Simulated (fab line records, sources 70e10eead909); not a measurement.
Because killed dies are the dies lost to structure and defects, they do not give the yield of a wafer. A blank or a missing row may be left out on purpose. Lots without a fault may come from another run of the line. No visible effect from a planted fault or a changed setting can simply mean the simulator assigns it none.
A sampling plan put to the test :: flow nandHarc :: one fab line, 35 faults that these records tell of, each judged on the records of the lots that it struck
The line's own looks make up the plan; these are the steps of the route where a gauge or inspection reads the wafer and leaves it unchanged. A look can be judged if struck wafers have a number there and the file gives its usual mean and standard deviation on fault-free wafers. Caught: 4 or more of those standard deviations (sigma) separate the usual mean from the mean of the struck wafers at a look after the fault's first step. On the tool: the identical test, applied to the tool's own readings at the steps of the fault. Caught also covers a different recipe on the struck wafers, or a record left blank for those wafers only.

THE FAULTS, as the simulator had put them in
1. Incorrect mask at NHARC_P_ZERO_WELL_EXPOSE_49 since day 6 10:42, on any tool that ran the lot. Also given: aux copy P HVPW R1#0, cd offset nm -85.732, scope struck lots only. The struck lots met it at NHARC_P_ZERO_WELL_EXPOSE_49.
2. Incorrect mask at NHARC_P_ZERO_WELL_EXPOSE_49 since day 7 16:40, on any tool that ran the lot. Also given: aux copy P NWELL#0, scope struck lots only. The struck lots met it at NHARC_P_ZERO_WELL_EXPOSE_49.
3. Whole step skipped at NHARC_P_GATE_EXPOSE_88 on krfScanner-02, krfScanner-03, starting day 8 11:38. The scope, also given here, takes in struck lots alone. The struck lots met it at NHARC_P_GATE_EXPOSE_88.
4. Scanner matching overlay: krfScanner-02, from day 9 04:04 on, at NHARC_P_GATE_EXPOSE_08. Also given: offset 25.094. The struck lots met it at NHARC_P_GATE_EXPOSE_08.
5. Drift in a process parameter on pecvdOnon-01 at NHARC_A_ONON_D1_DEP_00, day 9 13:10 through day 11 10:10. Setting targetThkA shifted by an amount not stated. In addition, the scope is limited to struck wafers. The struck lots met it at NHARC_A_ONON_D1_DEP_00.
6. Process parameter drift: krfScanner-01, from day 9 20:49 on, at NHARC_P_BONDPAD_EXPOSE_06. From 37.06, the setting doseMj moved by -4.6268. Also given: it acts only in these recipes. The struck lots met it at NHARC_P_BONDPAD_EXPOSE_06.
7. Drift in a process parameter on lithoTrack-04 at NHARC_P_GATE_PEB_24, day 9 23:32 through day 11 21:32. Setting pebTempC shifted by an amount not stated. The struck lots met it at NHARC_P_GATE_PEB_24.
8. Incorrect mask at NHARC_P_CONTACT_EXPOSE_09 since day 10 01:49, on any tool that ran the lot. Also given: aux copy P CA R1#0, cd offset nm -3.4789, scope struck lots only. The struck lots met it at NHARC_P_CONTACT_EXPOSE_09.
9. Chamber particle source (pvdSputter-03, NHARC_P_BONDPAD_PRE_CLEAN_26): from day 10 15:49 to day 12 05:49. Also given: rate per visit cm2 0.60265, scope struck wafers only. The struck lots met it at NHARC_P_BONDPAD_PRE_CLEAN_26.
10. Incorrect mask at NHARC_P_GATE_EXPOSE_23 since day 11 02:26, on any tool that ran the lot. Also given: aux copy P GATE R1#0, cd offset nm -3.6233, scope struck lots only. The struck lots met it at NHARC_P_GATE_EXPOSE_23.
11. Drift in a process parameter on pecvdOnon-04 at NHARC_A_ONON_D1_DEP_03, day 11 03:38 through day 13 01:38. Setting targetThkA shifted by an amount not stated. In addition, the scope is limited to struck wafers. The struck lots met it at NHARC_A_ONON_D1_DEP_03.
12. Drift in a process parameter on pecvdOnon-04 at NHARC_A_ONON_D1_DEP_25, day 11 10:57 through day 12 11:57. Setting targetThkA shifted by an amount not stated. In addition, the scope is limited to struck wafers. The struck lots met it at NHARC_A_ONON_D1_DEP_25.
13. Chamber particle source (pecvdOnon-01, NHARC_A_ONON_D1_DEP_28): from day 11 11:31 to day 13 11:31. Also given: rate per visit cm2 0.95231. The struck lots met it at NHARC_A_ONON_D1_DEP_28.
14. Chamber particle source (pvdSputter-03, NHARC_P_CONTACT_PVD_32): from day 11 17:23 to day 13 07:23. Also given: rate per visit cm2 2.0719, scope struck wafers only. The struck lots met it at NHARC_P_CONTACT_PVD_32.
15. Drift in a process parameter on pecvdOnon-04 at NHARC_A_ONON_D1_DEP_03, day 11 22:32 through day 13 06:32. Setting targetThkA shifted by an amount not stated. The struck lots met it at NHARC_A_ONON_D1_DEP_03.
16. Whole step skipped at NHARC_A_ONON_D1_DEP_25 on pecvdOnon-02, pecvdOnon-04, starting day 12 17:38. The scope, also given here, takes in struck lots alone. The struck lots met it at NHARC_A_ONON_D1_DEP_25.
17. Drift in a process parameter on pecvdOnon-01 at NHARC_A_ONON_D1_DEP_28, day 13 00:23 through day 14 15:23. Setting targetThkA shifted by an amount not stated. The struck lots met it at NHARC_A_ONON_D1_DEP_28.
18. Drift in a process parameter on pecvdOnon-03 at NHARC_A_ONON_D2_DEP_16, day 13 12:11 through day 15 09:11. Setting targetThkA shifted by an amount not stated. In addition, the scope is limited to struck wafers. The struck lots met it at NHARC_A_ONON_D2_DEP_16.
19. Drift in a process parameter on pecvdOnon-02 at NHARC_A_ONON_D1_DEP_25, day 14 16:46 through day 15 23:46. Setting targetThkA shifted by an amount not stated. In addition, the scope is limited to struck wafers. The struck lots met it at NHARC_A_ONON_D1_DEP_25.
20. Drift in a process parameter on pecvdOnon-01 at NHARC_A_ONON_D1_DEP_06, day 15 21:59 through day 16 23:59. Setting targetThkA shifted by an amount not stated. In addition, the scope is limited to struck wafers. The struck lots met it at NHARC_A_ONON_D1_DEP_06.
21. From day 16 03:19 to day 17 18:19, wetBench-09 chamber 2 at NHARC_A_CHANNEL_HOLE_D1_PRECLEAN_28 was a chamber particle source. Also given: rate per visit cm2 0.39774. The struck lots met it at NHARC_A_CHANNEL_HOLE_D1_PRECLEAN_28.
22. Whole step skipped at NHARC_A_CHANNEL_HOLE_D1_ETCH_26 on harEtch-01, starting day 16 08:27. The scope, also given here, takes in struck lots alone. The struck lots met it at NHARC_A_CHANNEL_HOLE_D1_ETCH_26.
23. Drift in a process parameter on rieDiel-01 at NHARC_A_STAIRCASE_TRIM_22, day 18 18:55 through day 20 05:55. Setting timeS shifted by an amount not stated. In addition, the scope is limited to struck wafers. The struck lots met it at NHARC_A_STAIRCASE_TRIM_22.
24. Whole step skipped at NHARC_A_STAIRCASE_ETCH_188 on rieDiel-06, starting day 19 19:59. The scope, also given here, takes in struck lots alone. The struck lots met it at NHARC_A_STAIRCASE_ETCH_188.
25. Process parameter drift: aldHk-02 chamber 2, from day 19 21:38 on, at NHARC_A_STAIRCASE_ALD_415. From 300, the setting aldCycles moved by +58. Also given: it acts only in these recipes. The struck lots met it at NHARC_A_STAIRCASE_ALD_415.
26. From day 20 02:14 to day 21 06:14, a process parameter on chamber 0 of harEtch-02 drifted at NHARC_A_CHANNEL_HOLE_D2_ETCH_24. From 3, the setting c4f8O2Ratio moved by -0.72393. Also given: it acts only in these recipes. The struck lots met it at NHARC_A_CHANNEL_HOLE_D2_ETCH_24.
27. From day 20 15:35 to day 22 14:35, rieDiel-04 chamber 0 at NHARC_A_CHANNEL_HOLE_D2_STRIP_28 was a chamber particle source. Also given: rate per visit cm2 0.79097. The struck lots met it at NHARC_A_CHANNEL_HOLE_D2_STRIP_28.
28. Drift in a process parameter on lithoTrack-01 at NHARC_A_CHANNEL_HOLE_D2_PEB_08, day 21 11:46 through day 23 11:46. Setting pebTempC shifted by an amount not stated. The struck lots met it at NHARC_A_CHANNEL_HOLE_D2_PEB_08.
29. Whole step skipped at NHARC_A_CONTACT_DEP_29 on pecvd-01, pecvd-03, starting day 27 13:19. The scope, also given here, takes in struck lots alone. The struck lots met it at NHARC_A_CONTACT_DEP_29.
30. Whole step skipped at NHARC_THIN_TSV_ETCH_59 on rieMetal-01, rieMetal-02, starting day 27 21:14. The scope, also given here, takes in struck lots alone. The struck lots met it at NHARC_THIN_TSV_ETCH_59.
31. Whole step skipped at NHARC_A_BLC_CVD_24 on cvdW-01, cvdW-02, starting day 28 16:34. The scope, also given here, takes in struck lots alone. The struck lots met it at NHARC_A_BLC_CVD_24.
32. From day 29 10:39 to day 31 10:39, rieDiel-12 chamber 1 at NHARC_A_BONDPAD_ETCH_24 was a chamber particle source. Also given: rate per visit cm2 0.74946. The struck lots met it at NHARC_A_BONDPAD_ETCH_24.
33. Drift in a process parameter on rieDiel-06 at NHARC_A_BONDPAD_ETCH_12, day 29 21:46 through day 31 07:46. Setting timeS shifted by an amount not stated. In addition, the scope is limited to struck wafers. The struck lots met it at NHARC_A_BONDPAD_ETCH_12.
34. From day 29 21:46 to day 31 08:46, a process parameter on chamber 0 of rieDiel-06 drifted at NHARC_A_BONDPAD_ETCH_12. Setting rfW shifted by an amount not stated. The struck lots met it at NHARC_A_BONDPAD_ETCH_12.
35. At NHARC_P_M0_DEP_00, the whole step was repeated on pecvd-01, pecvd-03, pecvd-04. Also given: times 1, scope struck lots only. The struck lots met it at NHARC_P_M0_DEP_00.

WHAT THE PLAN SAW
fault: 1
on the tool itself: no reading that can be judged
first look that catches it: NHARC_P_ZERO_WELL_CD_MEAS_52
reading, sigma: cdNm -52
median hours from its first step to that look: 0.2
hours from the fault's start to the first struck lot there: 5
judged looks passed uncaught: 0

fault: 2
on the tool itself: under 2 sigma
first look that catches it: NHARC_END_SORT_01
reading, sigma: killedAtPeriphery +99 or beyond
median hours from its first step to that look: 541.2
hours from the fault's start to the first struck lot there: 545
judged looks passed uncaught: 0

fault: 3
on the tool itself: no reading that can be judged
first look that catches it: NHARC_P_GATE_INSPECT_68
reading, sigma: rawDefectCount +15
median hours from its first step to that look: 3.2
hours from the fault's start to the first struck lot there: 7
judged looks passed uncaught: 0

fault: 4
on the tool itself: no reading that can be judged
first look that catches it: no look after it can be judged
reading, sigma: -
median hours from its first step to that look: -
hours from the fault's start to the first struck lot there: -
judged looks passed uncaught: 0

fault: 5
on the tool itself: under 2 sigma
first look that catches it: NHARC_A_ONON_D1_THK_MEAS_02
reading, sigma: thkNm -38
median hours from its first step to that look: 0.4
hours from the fault's start to the first struck lot there: 22
judged looks passed uncaught: 0

fault: 6
on the tool itself: exposureDoseMJCm2 -99 or beyond sigma
first look that catches it: not the one look that can be judged after it
reading, sigma: strongest: cdNm at NHARC_P_BONDPAD_CD_MEAS_09, -2.7
median hours from its first step to that look: -
hours from the fault's start to the first struck lot there: -
judged looks passed uncaught: 1

fault: 7
on the tool itself: plateTempC -34 sigma
first look that catches it: NHARC_P_GATE_CD_MEAS_26
reading, sigma: cdNm +28
median hours from its first step to that look: 0.1
hours from the fault's start to the first struck lot there: 27
judged looks passed uncaught: 0

fault: 8
on the tool itself: no reading that can be judged
first look that catches it: NHARC_P_CONTACT_CD_MEAS_12
reading, sigma: cdNm -6.0
median hours from its first step to that look: 0.1
hours from the fault's start to the first struck lot there: 6
judged looks passed uncaught: 0

fault: 9
on the tool itself: under 2 sigma
first look that catches it: NHARC_END_SORT_01
reading, sigma: killedAtPeriphery +32
median hours from its first step to that look: 442.0
hours from the fault's start to the first struck lot there: 453
judged looks passed uncaught: 1

fault: 10
on the tool itself: under 2 sigma
first look that catches it: NHARC_P_GATE_CD_MEAS_26
reading, sigma: cdNm -6.1
median hours from its first step to that look: 0.1
hours from the fault's start to the first struck lot there: 1
judged looks passed uncaught: 0

fault: 11
on the tool itself: under 2 sigma
first look that catches it: NHARC_A_ONON_D1_THK_MEAS_05
reading, sigma: thkNm +49
median hours from its first step to that look: 0.4
hours from the fault's start to the first struck lot there: 12
judged looks passed uncaught: 0

fault: 12
on the tool itself: no reading that can be judged
first look that catches it: NHARC_A_ONON_D1_THK_MEAS_27
reading, sigma: thkNm +59
median hours from its first step to that look: 0.3
hours from the fault's start to the first struck lot there: 11
judged looks passed uncaught: 0

fault: 13
on the tool itself: no reading that can be judged
first look that catches it: NHARC_A_ONON_D1_INSPECT_32
reading, sigma: rawDefectCount +22
median hours from its first step to that look: 0.9
hours from the fault's start to the first struck lot there: 11
judged looks passed uncaught: 0

fault: 14
on the tool itself: under 2 sigma
first look that catches it: NHARC_END_SORT_01
reading, sigma: killedAtPeriphery +44
median hours from its first step to that look: 529.1
hours from the fault's start to the first struck lot there: 537
judged looks passed uncaught: 0

fault: 15
on the tool itself: under 2 sigma
first look that catches it: NHARC_A_ONON_D1_THK_MEAS_05
reading, sigma: thkNm +25
median hours from its first step to that look: 0.4
hours from the fault's start to the first struck lot there: 8
judged looks passed uncaught: 0

fault: 16
on the tool itself: the tool's record is blank for the struck wafers
first look that catches it: NHARC_END_SORT_01
reading, sigma: killedAtArray +36
median hours from its first step to that look: 436.5
hours from the fault's start to the first struck lot there: 410
judged looks passed uncaught: 0

fault: 17
on the tool itself: under 2 sigma
first look that catches it: NHARC_A_ONON_D1_THK_MEAS_30
reading, sigma: thkNm +7.1
median hours from its first step to that look: 0.4
hours from the fault's start to the first struck lot there: 7
judged looks passed uncaught: 0

fault: 18
on the tool itself: no reading that can be judged
first look that catches it: NHARC_A_ONON_D2_THK_MEAS_18
reading, sigma: thkNm +66
median hours from its first step to that look: 0.5
hours from the fault's start to the first struck lot there: 16
judged looks passed uncaught: 0

fault: 19
on the tool itself: no reading that can be judged
first look that catches it: NHARC_A_ONON_D1_THK_MEAS_27
reading, sigma: thkNm +4.2
median hours from its first step to that look: 0.5
hours from the fault's start to the first struck lot there: 9
judged looks passed uncaught: 0

fault: 20
on the tool itself: no reading that can be judged
first look that catches it: NHARC_A_ONON_D1_THK_MEAS_08
reading, sigma: thkNm -6.5
median hours from its first step to that look: 0.5
hours from the fault's start to the first struck lot there: 5
judged looks passed uncaught: 0

fault: 21
on the tool itself: no reading that can be judged
first look that catches it: NHARC_A_CHANNEL_HOLE_D1_INSPECT_40
reading, sigma: rawDefectCount +8.9
median hours from its first step to that look: 0.3
hours from the fault's start to the first struck lot there: 12
judged looks passed uncaught: 1

fault: 22
on the tool itself: the tool's record is blank for the struck wafers
first look that catches it: NHARC_END_SORT_01
reading, sigma: killedAtArray +36
median hours from its first step to that look: 384.5
hours from the fault's start to the first struck lot there: 377
judged looks passed uncaught: 0

fault: 23
on the tool itself: runLengthS +99 or beyond sigma
first look that catches it: NHARC_END_SORT_01
reading, sigma: killedAtArray +36
median hours from its first step to that look: 222.6
hours from the fault's start to the first struck lot there: 234
judged looks passed uncaught: 0

fault: 24
on the tool itself: the tool's record is blank for the struck wafers
first look that catches it: NHARC_END_SORT_01
reading, sigma: killedAtArray +36
median hours from its first step to that look: 212.0
hours from the fault's start to the first struck lot there: 201
judged looks passed uncaught: 0

fault: 25
on the tool itself: under 2 sigma
first look that catches it: NHARC_END_SORT_01
reading, sigma: killedAtArray +12
median hours from its first step to that look: 177.0
hours from the fault's start to the first struck lot there: 179
judged looks passed uncaught: 0

fault: 26
on the tool itself: under 2 sigma
first look that catches it: not the one look that can be judged after it
reading, sigma: -
median hours from its first step to that look: -
hours from the fault's start to the first struck lot there: -
judged looks passed uncaught: 1

fault: 27
on the tool itself: under 2 sigma
first look that catches it: NHARC_A_CHANNEL_HOLE_D2_INSPECT_40
reading, sigma: rawDefectCount +5.3
median hours from its first step to that look: 0.8
hours from the fault's start to the first struck lot there: 5
judged looks passed uncaught: 0

fault: 28
on the tool itself: plateTempC +27 sigma
first look that catches it: NHARC_A_CHANNEL_HOLE_D2_CD_MEAS_10
reading, sigma: cdNm +22
median hours from its first step to that look: 0.1
hours from the fault's start to the first struck lot there: 23
judged looks passed uncaught: 0

fault: 29
on the tool itself: the tool's record is blank for the struck wafers
first look that catches it: NHARC_END_SORT_01
reading, sigma: killedAtArray +36
median hours from its first step to that look: 72.1
hours from the fault's start to the first struck lot there: 69
judged looks passed uncaught: 0

fault: 30
on the tool itself: the tool's record is blank for the struck wafers
first look that catches it: NHARC_END_SORT_01
reading, sigma: killedAtOther +99 or beyond
median hours from its first step to that look: 11.6
hours from the fault's start to the first struck lot there: 39
judged looks passed uncaught: 0

fault: 31
on the tool itself: the tool's record is blank for the struck wafers
first look that catches it: NHARC_END_SORT_01
reading, sigma: killedAtArray +36
median hours from its first step to that look: 43.3
hours from the fault's start to the first struck lot there: 42
judged looks passed uncaught: 0

fault: 32
on the tool itself: under 2 sigma
first look that catches it: not the one look that can be judged after it
reading, sigma: strongest: killedAtArray at NHARC_END_SORT_01, +3.4
median hours from its first step to that look: -
hours from the fault's start to the first struck lot there: -
judged looks passed uncaught: 1

fault: 33
on the tool itself: runLengthS -40 sigma
first look that catches it: NHARC_END_SORT_01
reading, sigma: killedAtArray +35
median hours from its first step to that look: 31.2
hours from the fault's start to the first struck lot there: 51
judged looks passed uncaught: 0

fault: 34
on the tool itself: rfFwdPowerW -99 or beyond sigma
first look that catches it: NHARC_END_SORT_01
reading, sigma: killedAtArray +36
median hours from its first step to that look: 31.6
hours from the fault's start to the first struck lot there: 51
judged looks passed uncaught: 0

fault: 35
on the tool itself: no reading that can be judged
first look that catches it: NHARC_END_SORT_01
reading, sigma: killedAtPeriphery +99 or beyond
median hours from its first step to that look: 460.1
hours from the fault's start to the first struck lot there: -
judged looks passed uncaught: 1
A dash: the fault isn't caught, or these records don't give the number.

Caught at a look: 31 of 35. Caught on the tool: 12 of 35. By one or the other: 32 of 35.
Caught on the tool alone: fault 6.
Caught at a look alone: faults 1, 2, 3, 5, 8, 9, 10, 11, 12, 13, 14, 15, 17, 18, 19, 20, 21, 25, 27, 35.
Caught by neither: faults 4, 26, 32.

THINNER SAMPLING
If the look that catches a fault measured only every second or every third lot, by lot number, the first struck lot would be measured this late in the worst case:
fault: 1
struck lots at that look, in order of time: L489
every lot: 5 h
every second lot: may miss it
every third lot: may miss it

fault: 2
struck lots at that look, in order of time: L786
every lot: 545 h
every second lot: may miss it
every third lot: may miss it

fault: 3
struck lots at that look, in order of time: L195, L196
every lot: 7 h
every second lot: 21 h
every third lot: may miss all 2

fault: 5
struck lots at that look, in order of time: L416, L417, L418
every lot: 22 h
every second lot: 27 h
every third lot: 44 h

fault: 7
struck lots at that look, in order of time: L535, L537
every lot: 27 h
every second lot: may miss all 2
every third lot: may miss all 2

fault: 8
struck lots at that look, in order of time: L399
every lot: 6 h
every second lot: may miss it
every third lot: may miss it

fault: 9
struck lots at that look, in order of time: L937
every lot: 453 h
every second lot: may miss it
every third lot: may miss it

fault: 10
struck lots at that look, in order of time: L661
every lot: 1 h
every second lot: may miss it
every third lot: may miss it

fault: 11
struck lots at that look, in order of time: L246, L249
every lot: 12 h
every second lot: 39 h
every third lot: may miss all 2

fault: 12
struck lots at that look, in order of time: L700
every lot: 11 h
every second lot: may miss it
every third lot: may miss it

fault: 13
struck lots at that look, in order of time: L121, L123, L125
every lot: 11 h
every second lot: may miss all 3
every third lot: 44 h

fault: 14
struck lots at that look, in order of time: L712
every lot: 537 h
every second lot: may miss it
every third lot: may miss it

fault: 15
struck lots at that look, in order of time: L822, L823
every lot: 8 h
every second lot: 20 h
every third lot: may miss all 2

fault: 16
struck lots at that look, in order of time: L353, L352
every lot: 410 h
every second lot: 473 h
every third lot: may miss all 2

fault: 17
struck lots at that look, in order of time: L293, L294
every lot: 7 h
every second lot: 16 h
every third lot: may miss all 2

fault: 18
struck lots at that look, in order of time: L500, L501
every lot: 16 h
every second lot: 26 h
every third lot: may miss all 2

fault: 19
struck lots at that look, in order of time: L466, L467
every lot: 9 h
every second lot: 13 h
every third lot: may miss all 2

fault: 20
struck lots at that look, in order of time: L264, L265
every lot: 5 h
every second lot: 15 h
every third lot: may miss all 2

fault: 21
struck lots at that look, in order of time: L594
every lot: 12 h
every second lot: may miss it
every third lot: may miss it

fault: 22
struck lots at that look, in order of time: L706, L707
every lot: 377 h
every second lot: 416 h
every third lot: may miss all 2

fault: 23
struck lots at that look, in order of time: L789, L792
every lot: 234 h
every second lot: 257 h
every third lot: may miss all 2

fault: 24
struck lots at that look, in order of time: L675, L677
every lot: 201 h
every second lot: may miss all 2
every third lot: may miss all 2

fault: 25
struck lots at that look, in order of time: L591
every lot: 179 h
every second lot: may miss it
every third lot: may miss it

fault: 27
struck lots at that look, in order of time: L514, L516
every lot: 5 h
every second lot: may miss all 2
every third lot: may miss all 2

fault: 28
struck lots at that look, in order of time: L770, L771
every lot: 23 h
every second lot: 37 h
every third lot: may miss all 2

fault: 29
struck lots at that look, in order of time: L806, L808, L809
every lot: 69 h
every second lot: 115 h
every third lot: may miss all 3

fault: 30
struck lots at that look, in order of time: L979
every lot: 39 h
every second lot: may miss it
every third lot: may miss it

fault: 31
struck lots at that look, in order of time: L545, L547, L548
every lot: 42 h
every second lot: 88 h
every third lot: may miss all 3

fault: 33
struck lots at that look, in order of time: L524, L527
every lot: 51 h
every second lot: 53 h
every third lot: may miss all 2

fault: 34
struck lots at that look, in order of time: L980, L983
every lot: 51 h
every second lot: 53 h
every third lot: may miss all 2
Hours: fault start to first struck lot measured. The test against the limit of 4 sigma pooled every struck wafer, which means one lot taken alone may stay below that limit. Other struck lots may not be in these records.

THE LONGEST TIMED WAY FROM STEP TO LOOK
In fault 2, a median of 541.2 hours elapses between NHARC_P_ZERO_WELL_EXPOSE_49 and NHARC_END_SORT_01. No look between them can be judged.
